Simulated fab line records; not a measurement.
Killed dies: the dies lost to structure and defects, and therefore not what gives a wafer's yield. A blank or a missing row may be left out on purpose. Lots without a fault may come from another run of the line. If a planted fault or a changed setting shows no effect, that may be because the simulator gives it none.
fab line records	flow nand-harc
record lots=11	wafers=33	last-day=34
route steps=1302 shown A_STAIRCASE@680 END@1302
lots untouched by any fault: they come from a run of this same line in which no faults occurred
start-h: start of the lot's first displayed wafer, in hours after the record's first day	wait-h: hours from the lot's prior step to this one	" identical to the entry in the row above	L1.1+2: one row covering several wafers at once	- no value, or no start given	* or withheld: withheld	< > ~ a bound
route shown NAME@n: NAME is a module with steps in the file, n the number in the route of the first one	usual: mean/standard deviation of fault-free wafers	same: alike in all rows	chamber/n: place in a boat	sites: per-site readings	_std_site: their standard deviation	_edge_site: outer sites' mean less inner sites'	radius-mm: how far each site lies from the wafer's centre	mask NAME#n: copy n	behind: tool/chamber where the wafer was last shaped	hold: why the lot was held/for how many hours/how that ended	device: the transistor (n, p or np) that didn't switch	end of line: the route-end tests of the same wafers	a step with no rows: only its recipe	killed: dies that structure and defects cost at the first sort, which is not the same as the wafer's yield	map: dies across one wafer; x = killed, . = not, _ = none there
set.NAME: the setting that was run; set.NAME@STEP: the one run at that earlier step	model.NAME: the simulator's own value behind a step, which no gauge read
a sample of lots followed through the steps of the route, with each step as a table and each wafer as a row
services: when a tool's chamber went out of use (start-h, in hours from the record's first day, below 0 if earlier), for how many hours, and the reason
## steps
# step NHARC_A_STAIRCASE_ETCH_23
# recipe target-depth-a=1000	time-s=40.5	ion-energy-ev=400	c4f8-flow-sccm=20	o2-flow-sccm=10	ar-flow-sccm=withheld	rf-w=600	bias-w=1000	chemistry=C4F8/O2
# usual oes-product-au=0.944/0.01	rf-fwd-power-W=592/3.1	rf-vpp-V=894/5.1	run-length-s=61.9/0.4
lot.wafer	tool	chamber	start-h	wait-h	oes-product-au	rf-fwd-power-W	rf-hours-counter-h	rf-vpp-V	run-length-s
L658.2	rie-diel-04	2	-	-	0.936	595	54	894	61.7
L658.3	"	0	"	"	0.943	592	60	905	61.4
L658.6	"	2	"	"	0.936	594	-	895	61.8
L659.1	rie-diel-07	2	-	-	0.953	585	24	895	61.9
L659.4	"	0	"	"	0.956	589	28	904	61.8
L659.5	"	2	"	"	0.950	583	-	895	61.8
L661.4	rie-diel-07	3	-	-	0.944	587	31	892	62.4
L661.3	"	2	"	"	0.936	588	31	894	61.9
L661.6	"	0	"	"	0.943	590	-	902	61.1
L662.4	rie-diel-07	2	-	-	0.959	588	35	895	61.6
L662.1	"	3	"	"	0.956	586	35	892	62.0
L662.6	"	0	"	"	0.948	592	-	902	61.2
L664.4	rie-diel-04	2	-	-	0.944	595	14	893	61.8
L664.6	"	3	"	"	0.932	591	-	897	62.2
L664.5	"	0	"	"	0.936	592	-	905	61.5
L665.2	rie-diel-10	2	-	-	0.960	595	0	888	62.0
L665.5	"	3	"	"	0.942	593	-	892	61.6
L665.6	"	0	"	"	0.939	594	-	895	62.0
L673.1	rie-diel-10	2	-	-	0.923	597	15	888	62.1
L673.2	"	0	"	"	0.927	594	22	895	61.8
L673.3	"	1	"	"	0.922	596	21	891	62.0
L674.1	rie-diel-04	3	-	-	0.965	591	54	899	61.4
L674.6	"	2	"	"	0.958	592	-	892	61.8
L674.5	"	3	"	"	0.978	592	-	898	61.6
L678.4	rie-diel-04	1	-	-	0.951	593	2	887	62.3
L678.5	"	2	"	"	0.950	597	-	894	62.3
L678.6	"	3	"	"	0.939	594	-	898	61.9
L680.2	rie-diel-10	1	-	-	0.945	593	49	891	61.8
L680.1	"	2	"	"	0.944	595	46	887	62.1
L680.3	"	3	"	"	0.932	594	41	890	61.2
L679.1	rie-diel-10	2	-	-	0.954	597	47	887	62.0
L679.2	"	0	"	"	0.939	593	47	895	61.6
L679.5	"	2	"	"	0.940	595	-	887	62.4
# step NHARC_A_STAIRCASE_DESCUM_186
# recipe time-s=3	o2-flow-sccm=200	ar-flow-sccm=0	bias-power-w=0	chemistry=O2
# usual drypump-motor-current-A=5.7/0.58	oes-product-au=1.001/0.0067	rf-vpp-V=57.7/0.96	showerhead-plenum-p-Torr=1.89/0.085	throttle-valve-pct=11.311/0.0096
lot.wafer	tool	chamber	start-h	wait-h	drypump-motor-current-A	oes-product-au	rf-hours-counter-h	rf-vpp-V	showerhead-plenum-p-Torr	throttle-valve-pct
L658.2	rie-diel-07	2	355.78	-	5.8	0.996	18	56.5	1.90	11.295
L658.3	"	1	"	"	5.7	0.999	23	58.5	1.88	11.298
L658.6	"	2	"	"	5.9	0.998	-	57.7	1.90	11.305
L659.1	rie-diel-10	0	365.53	-	6.3	1.000	39	58.9	1.92	11.312
L659.4	"	1	"	"	5.1	1.004	-	56.6	1.85	11.322
L659.5	"	2	"	"	6.0	1.013	-	58.6	1.80	11.311
L661.3	rie-diel-04	1	385.63	-	4.9	1.001	7	57.6	1.79	11.309
L661.4	"	0	"	"	4.6	1.003	9	58.9	2.05	11.326
L661.6	"	1	"	"	4.9	1.009	-	57.9	1.79	11.303
L662.1	rie-diel-04	3	395.60	-	6.2	0.999	11	57.8	1.96	11.282
L662.4	"	0	"	"	4.6	1.000	12	58.5	2.05	11.301
L662.6	"	0	"	"	4.6	1.002	-	58.9	2.05	11.308
L664.4	rie-diel-07	2	412.41	-	5.9	0.998	-	57.1	1.89	11.326
L664.5	"	0	"	"	6.5	1.004	-	58.8	2.02	11.303
L664.6	"	2	"	"	5.9	0.993	-	58.3	1.89	11.311
L665.2	rie-diel-04	0	433.86	-	4.6	0.996	23	58.9	2.05	11.307
L665.6	"	0	"	"	4.6	1.000	-	58.3	2.05	11.318
L665.5	"	1	"	"	4.9	0.998	-	57.6	1.79	11.324
L673.2	rie-diel-04	1	504.44	-	4.9	1.001	45	57.7	1.78	11.298
L673.1	"	2	"	"	5.8	1.009	47	57.7	1.86	11.298
L673.3	"	3	"	"	6.2	1.000	47	56.7	1.94	11.306
L674.1	rie-diel-04	0	521.67	-	4.6	0.988	53	58.5	2.04	11.298
L674.6	"	1	"	"	4.9	0.997	-	56.5	1.78	11.316
L674.5	"	2	"	"	5.8	0.990	-	57.6	1.85	11.312
L678.4	rie-diel-04	2	551.68	-	5.8	0.997	2	57.5	1.85	11.307
L678.5	"	1	"	"	4.9	0.999	-	57.2	1.78	11.298
L678.6	"	2	"	"	5.8	1.007	-	55.9	1.85	11.319
L680.2	rie-diel-10	2	570.43	-	6.0	1.001	47	57.8	1.78	11.319
L680.3	"	0	"	"	6.3	0.997	46	56.5	1.90	11.321
L680.1	"	1	"	"	5.2	0.995	49	57.0	1.83	11.304
L679.2	rie-diel-10	3	574.60	-	5.5	1.002	43	55.9	1.83	11.317
L679.1	"	0	"	"	6.3	1.002	48	56.9	1.90	11.311
L679.5	"	2	"	"	5.9	1.000	-	55.3	1.78	11.302
# step NHARC_A_STAIRCASE_ETCH_190
# recipe target-depth-a=1000	time-s=40.5	ion-energy-ev=400	c4f8-flow-sccm=20	o2-flow-sccm=10	ar-flow-sccm=withheld	rf-w=600	bias-w=1000	chemistry=C4F8/O2
# usual oes-product-au=0.943/0.015	rf-fwd-power-W=592/3.4	rf-vpp-V=894/5.2	run-length-s=61.8/0.4
lot.wafer	tool	chamber	start-h	wait-h	oes-product-au	rf-fwd-power-W	rf-hours-counter-h	rf-vpp-V	run-length-s
L658.2	rie-diel-07	0	356.26	-	0.962	591	23	904	61.7
L658.3	"	1	"	"	0.958	594	23	894	62.3
L658.6	"	3	"	"	0.953	584	-	892	61.9
L659.1	rie-diel-10	1	366.06	-	0.945	595	38	892	62.1
L659.4	"	2	"	"	0.941	593	-	888	62.0
L659.5	"	0	"	"	0.947	592	-	896	62.0
L661.3	rie-diel-04	3	386.37	-	0.947	591	8	900	61.5
L661.4	"	1	"	"	0.952	595	7	888	62.1
L661.6	"	2	"	"	0.937	597	-	893	61.7
L662.4	rie-diel-04	0	396.14	-	0.937	589	13	903	61.4
L662.1	"	2	"	"	0.953	597	9	893	61.8
L662.6	"	3	"	"	0.957	594	-	899	62.0
L664.4	rie-diel-07	2	412.97	-	0.938	587	-	893	61.6
L664.6	"	0	"	"	0.937	590	-	902	61.0
L664.5	"	1	"	"	0.935	599	-	893	62.3
L665.2	rie-diel-04	3	434.35	-	0.940	594	24	898	61.4
L665.5	"	0	"	"	0.931	-	-	904	50.0
L665.6	"	1	"	"	0.956	-	-	887	51.0
L673.2	rie-diel-04	2	504.91	-	0.936	596	48	893	62.0
L673.1	"	3	"	"	0.947	595	48	898	61.5
L673.3	"	0	"	"	0.958	587	47	904	61.3
L674.1	rie-diel-04	3	522.13	-	0.938	590	56	897	61.8
L674.5	"	1	"	"	0.949	594	-	887	61.9
L674.6	"	2	"	"	0.950	593	-	892	62.1
L678.4	rie-diel-04	3	552.16	-	0.943	594	3	897	61.5
L678.6	"	0	"	"	0.957	588	-	903	61.2
L678.5	"	1	"	"	0.966	594	-	888	62.3
L680.1	rie-diel-10	0	570.91	-	0.937	595	46	893	61.6
L680.2	"	1	"	"	0.939	591	50	891	62.3
L680.3	"	2	"	"	0.936	595	47	888	62.3
L679.2	rie-diel-10	0	576.45	-	0.944	594	49	895	61.9
L679.1	"	2	"	"	0.925	596	49	886	62.4
L679.5	"	3	"	"	0.930	592	-	891	61.3
# step NHARC_A_STAIRCASE_TRIM_196
# recipe time-s=211.2	o2-flow-sccm=500	ar-flow-sccm=0	bias-w=0	chemistry=O2
# usual drypump-motor-current-A=5.6/0.57	oes-product-au=1.000/0.0073	rf-vpp-V=57.7/0.84	showerhead-plenum-p-Torr=3.48/0.14	throttle-valve-pct=17.035/0.0088
lot.wafer	tool	chamber	start-h	wait-h	drypump-motor-current-A	oes-product-au	rf-hours-counter-h	rf-vpp-V	showerhead-plenum-p-Torr	throttle-valve-pct
L658.3	rie-diel-10	2	356.94	0.1	5.9	1.007	28	56.4	3.34	17.032
L658.2	"	0	"	"	6.3	0.994	34	57.6	3.54	17.030
L658.6	"	1	"	"	5.2	1.000	-	58.1	3.42	17.035
L659.1	rie-diel-07	1	366.77	0.1	5.7	0.998	29	57.6	3.46	17.041
L659.4	"	2	"	"	5.9	1.000	-	57.5	3.50	17.017
L659.5	"	3	"	"	6.1	1.011	-	58.5	3.41	17.024
L661.4	rie-diel-04	1	387.05	0.1	5.0	0.999	7	55.9	3.32	17.029
L661.3	"	2	"	"	5.7	0.994	6	57.8	3.45	17.035
L661.6	"	3	"	"	6.2	0.994	-	59.1	3.60	17.044
L662.1	rie-diel-04	2	397.03	0.1	5.7	1.008	10	58.4	3.45	17.036
L662.4	"	3	"	"	6.2	1.002	12	57.8	3.60	17.030
L662.6	"	1	"	"	4.9	1.003	-	57.5	3.31	17.022
L664.4	rie-diel-10	1	413.70	0.1	5.2	1.015	52	58.0	3.41	17.030
L664.6	"	1	"	"	5.2	1.005	-	59.3	3.41	17.049
L664.5	"	2	"	"	5.9	0.999	-	57.9	3.33	17.042
L665.2	rie-diel-10	2	434.99	0.1	6.0	1.005	1	58.1	3.33	17.038
L665.6	"	1	"	"	5.2	0.993	-	57.8	3.41	17.032
L665.5	"	2	"	"	6.0	1.004	-	56.2	3.33	17.037
L673.1	rie-diel-04	0	505.54	0.1	4.7	0.990	48	57.1	3.75	17.021
L673.2	"	1	"	"	5.0	0.999	46	56.8	3.30	17.025
L673.3	"	2	"	"	5.7	0.999	48	58.8	3.43	17.024
L674.1	rie-diel-04	2	522.78	0.1	5.8	0.994	55	57.6	3.43	17.030
L674.6	"	1	"	"	4.9	0.993	-	58.2	3.29	17.034
L674.5	"	2	"	"	5.8	0.998	-	58.1	3.43	17.041
L678.4	rie-diel-04	0	552.81	0.1	4.6	1.008	3	56.8	3.74	17.038
L678.5	"	3	"	"	6.2	1.004	-	57.1	3.57	17.040
L678.6	"	0	"	"	4.6	0.999	-	59.1	3.74	17.043
L680.1	rie-diel-10	3	571.54	0.1	5.6	1.001	41	56.0	3.38	17.023
L680.2	"	0	"	"	6.3	0.996	46	57.8	3.51	17.027
L680.3	"	1	"	"	5.2	1.004	50	56.2	3.38	17.050
L679.2	rie-diel-10	3	577.45	0.1	5.6	1.012	44	57.9	3.38	17.044
L679.1	"	0	"	"	6.3	1.010	49	56.5	3.50	17.042
L679.5	"	0	"	"	6.3	1.003	-	57.5	3.51	17.035
# step NHARC_END_SORT_01
# recipe temp-c=25
# usual killed-at-array=44/16	killed-at-other=0.6/1.1	killed-at-periphery=3.9/2.6	killed-dies=48/16	killed-open=3.1/1.9	killed-short=2.4/1.8
# same gross-dies=677
lot.wafer	tool	chamber	start-h	wait-h	killed-at-array	killed-at-other	killed-at-periphery	killed-dies	killed-open	killed-short
L665.2	prober-01	0	639.54	2.8	44	0	4	48	0	2
L665.5	prober-01	0	641.97	3.7	637	2	2	641	2	4
L665.6	prober-01	0	642.78	4.0	642	0	2	644	1	2
# killed by level:class
L665.2 A_SLIT:chamber-film-flake=15 A_CHANNEL_HOLE_D2:chamber-film-flake=9 A_SGD_CUT:chamber-film-flake=4 A_CONTACT:chamber-film-flake=4 A_CHANNEL_HOLE_D1:chamber-film-flake=3 A_STAIRCASE:chamber-film-flake=3 A_CHANNEL_FILL_D1:geometric-particle:short=2 P_GATE:chamber-film-flake=2
L665.5 A_STAIRCASE:area-etch=592 A_SLIT:chamber-film-flake=15 A_CHANNEL_HOLE_D2:chamber-film-flake=8 A_STAIRCASE:chamber-film-flake=4 A_CONTACT:chamber-film-flake=4 A_ONON_D1:geometric-particle:short=2 A_CHANNEL_HOLE_D1:chamber-film-flake=2 A_SGD_CUT:chamber-film-flake=2
L665.6 A_STAIRCASE:area-etch=613 A_SLIT:chamber-film-flake=14 A_STAIRCASE:chamber-film-flake=5 A_WL_FILL:chamber-film-flake=3 A_CHANNEL_HOLE_D1:chamber-film-flake=2 A_CHANNEL_HOLE_D2:chamber-film-flake=2 P_GATE:geometric-particle:open=1 A_SGD_CUT:geometric-particle:short=1
## services
tool	chamber	start-h	hours	kind
rie-diel-04	0	336.58	-	clean
rie-diel-04	1	336.58	-	clean
rie-diel-04	2	336.58	-	clean
rie-diel-04	3	336.58	-	clean
rie-diel-10	2	348.90	2.8	repair
rie-diel-04	-	355.41	9.0	pm
rie-diel-04	0	355.41	9.0	vent-cycle
rie-diel-04	1	355.41	9.0	vent-cycle
rie-diel-04	2	355.41	9.0	vent-cycle
rie-diel-04	3	355.41	9.0	vent-cycle
rie-diel-04	0	364.41	-	clean
rie-diel-04	0	364.41	-	consumable-replace:focus-ring
rie-diel-07	0	364.85	8.3	repair
rie-diel-10	0	379.77	7.1	repair
rie-diel-07	1	408.63	3.9	repair
rie-diel-07	3	411.93	19.5	repair
rie-diel-10	-	419.56	9.0	pm
rie-diel-07	-	468.92	0.6	repair
rie-diel-07	-	471.23	9.0	pm
rie-diel-04	0	488.14	4.4	repair
rie-diel-04	1	492.65	4.0	repair
rie-diel-04	-	532.41	9.0	pm
rie-diel-07	-	550.42	0.9	repair
rie-diel-07	0	562.55	12.0	repair
## key
first-sign step=NHARC_A_STAIRCASE_ETCH_190	reading=run-length-s	direction=down	sigmas=28	usual=*	struck=*
effect step=NHARC_END_SORT_01	reading=killed-at-array	direction=up	sigmas=38	usual=44	struck=640
more-kills-born-at NHARC_A_STAIRCASE_ETCH_190@rie-diel-04=1205
met-at NHARC_A_STAIRCASE_ETCH_190
struck-lots L665
struck-wafers L665.5,L665.6
later-rows-left-out L665.5,L665.6
tester-left-out L665
not-acting-at NHARC_A_STAIRCASE_ETCH_23,NHARC_A_STAIRCASE_DESCUM_186,NHARC_A_STAIRCASE_TRIM_196
onset-between 396.14 434.35
fault kind=process-parameter-drift	tool=rie-diel-04	chamber=-	onset-h=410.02	steps=NHARC_A_STAIRCASE_ETCH_190	channel=time-s	offset=*	shape=step	end-h=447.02	scope=struck-wafers-only	acts-in=*	stated=*
# tester-left-out: of these lots the tester's yield and bins aren't shown, on N5 and GAA mostly nor the transistor test; their killed dies are dies lost to structure and defects alone, not to doping, threshold or leakage, so they don't give the yield
# later-rows-left-out: the simulator's readings of these wafers behind a module that went badly wrong aren't trusted and aren't shown, but for the sort
